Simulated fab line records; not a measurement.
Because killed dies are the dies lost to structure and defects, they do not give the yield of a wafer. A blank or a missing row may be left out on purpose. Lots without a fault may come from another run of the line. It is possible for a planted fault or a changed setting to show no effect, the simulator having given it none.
Struck lot and sound lot, side by side + flow n5 finfet + 16 steps out of a route of 1938
Sound: these wafers, L999.1, L999.4, L999.5. Struck: wafer L103.5. (L103.3, L103.4 of the same lot were not struck and are left out.) The cause comes at the end.
Per side, at each step with rows, come the tool, then ch with its chambers, and then its first start. Under that, the readings that differ: sound wafers + struck wafers + difference of the means + sigmas: that difference in standard deviations of wafers without a fault.
alike: a reading whose means differ by less than 2 such deviations, as well as words and numbers matching on both sides. not compared: withheld readings; readings where some wafer has no value; bounds like >300 that might hide an equal value; numbers whose values overlap and for which the record gives no deviation.
A row with sigmas, a row that says differs or no value, or rows on one side alone: a step with any of these is where the two part. Numbers that don't overlap but have no deviation are shown without sigmas and don't part them. Lack of a reading on every wafer of one side parts them only where that side has two or more wafers.

N5_BEOL_M1_ETCH_41: etches SiCN in CH3F/O2, target depth 31.9 nm, time 57.8 s.
  sound: rie diel-02 ch 0,1; struck: rie diel-02 ch 3
  alike: drypump motor current A, oes product au, rf fwd power W, rf vpp V, showerhead plenum p Torr, throttle valve pct
  not compared: rf hours counter h
N5_BEOL_M1_STRIP_97: strips in N2/H2, time 10 s.
  sound: rie diel-02 ch 0,1; struck: rie diel-02 ch 3
| reading                | sound          | struck | difference | sigmas |
|------------------------|----------------|--------|------------|--------|
| throttle valve pct (%) | 24.1 23.3 24.1 | 24.7   | +0.9       | +2     |
  alike: drypump motor current A, oes product au, rf vpp V, showerhead plenum p Torr
  not compared: rf hours counter h
N5_BEOL_M1_OCD_MEAS_38:
  sound on ocd-01, day 9 13:53; struck on ocd-02, day 10 09:14
  alike: trench depth nm
then, 4 steps without rows for these wafers: N5_BEOL_M1_HM_STRIP_39 (strips TiN in peroxide tin strip, target depth 25 nm, time 158 s); N5_BEOL_M1_SRD_40 (time 30 s); N5_BEOL_M1_PRECLEAN_42 (cleans in residue remover, time 60 s); N5_BEOL_M1_SRD_43 (time 30 s).
N5_BEOL_M1_CD_MEAS_35: target cd 18 nm, target cd y 21 nm.
  sound on cd sem-03, day 9 14:02; struck on cd sem-03, day 10 09:29
  alike: cd nm
then, 1 step without rows for these wafers: N5_BEOL_M1_DEGAS_44 (time 60 s).
N5_BEOL_M1_PRE_CLEAN_45: time 30 s.
  sound on pvd sputter-03, day 9 14:56; struck on pvd sputter-01, day 10 09:56
  alike: heater power w
then, 1 step without rows for these wafers: N5_BEOL_M1_ALD_84 (deposits TaN, pulse time 2 s, purge time 3 s, co reactant purge time 2 s).
N5_BEOL_M1_SURFACE_TREAT_85:
  sound on pvd sputter-03, day 9 15:30; struck on pvd sputter-02, day 10 12:10
| reading             | sound             | struck | difference | sigmas |
|---------------------|-------------------|--------|------------|--------|
| ar flow sccm (sccm) | 30.00 30.13 30.21 | 29.93  | -0.18      | -2     |
  not compared: throttle valve pct
N5_BEOL_M1_CVD_47: deposits Co from CCTBA/H2, target thk 3 nm, time 223.8 s.
  sound on cvd co-01 ch 1,2, day 9 15:35; struck on cvd co-02 ch 2, day 10 12:17
| reading          | sound             | struck | difference | sigmas      |
|------------------|-------------------|--------|------------|-------------|
| run length s (s) | 246.9 247.0 246.2 | 99.7   | -147.0     | -99 or more |
N5_BEOL_M1_SPUTTER_48: material Cu, target thk 4.5 nm, time 8.29 s.
  sound on pvd sputter-03, day 9 15:49; struck on pvd sputter-01, day 10 12:32
| reading                | sound          | struck | difference | sigmas |
|------------------------|----------------|--------|------------|--------|
| throttle valve pct (%) | 29.5 29.0 30.2 | 31.2   | +1.6       | +2     |
  alike: chuck sensor temp C
-- the record jumps here: 5 days lie between the struck wafers' starts before and after (it left off in module BEOL_M1 and takes up again in module BEOL_M4, whose first step shown is number 1111 of the route) --
N5_BEOL_M4_RC_MEAS_101:
  sound on prober-01 ch 0, day 14 01:27; struck on prober-02 ch 0, day 15 09:07
| reading   | sound       | struck | difference | sigmas |
|-----------|-------------|--------|------------|--------|
| VT_N (mV) | 255 255 258 | 248    | -8         | -2     |
  alike: DIBL_N, DIBL_P, IOFF_N, IOFF_P, ION_N, ION_P, SS_N, SS_P, VT_P
-- the record jumps here: 5 days lie between the struck wafers' starts before and after (it left off in module BEOL_M4 and takes up again in module PASSIVATION, whose first step shown is number 1936 of the route) --
N5_PASSIVATION_PROBE_49:
  sound on prober-02, day 19 02:55; struck on prober-01, day 20 12:08
| reading            | sound    | struck | difference | sigmas |
|--------------------|----------|--------|------------|--------|
| killed_at_M0_to_M3 | 38 30 28 | 58     | +26        | +2     |
| killed at other    | 2 0 1    | 8      | +7         | +2     |
  alike: defect limited yield, killed_at_M4_up, killed at contacts, killed at front end, killed dies, killed on rim, killed open, killed short, sort_bin_5_function, sort_bin_6_memory, sort_bin_8_speed, sort n pass, sort yield pct

## WHERE THEY PART
First at N5_BEOL_M1_STRIP_97; last, within this record, at N5_PASSIVATION_PROBE_49.

WHY: the cause the simulator had injected
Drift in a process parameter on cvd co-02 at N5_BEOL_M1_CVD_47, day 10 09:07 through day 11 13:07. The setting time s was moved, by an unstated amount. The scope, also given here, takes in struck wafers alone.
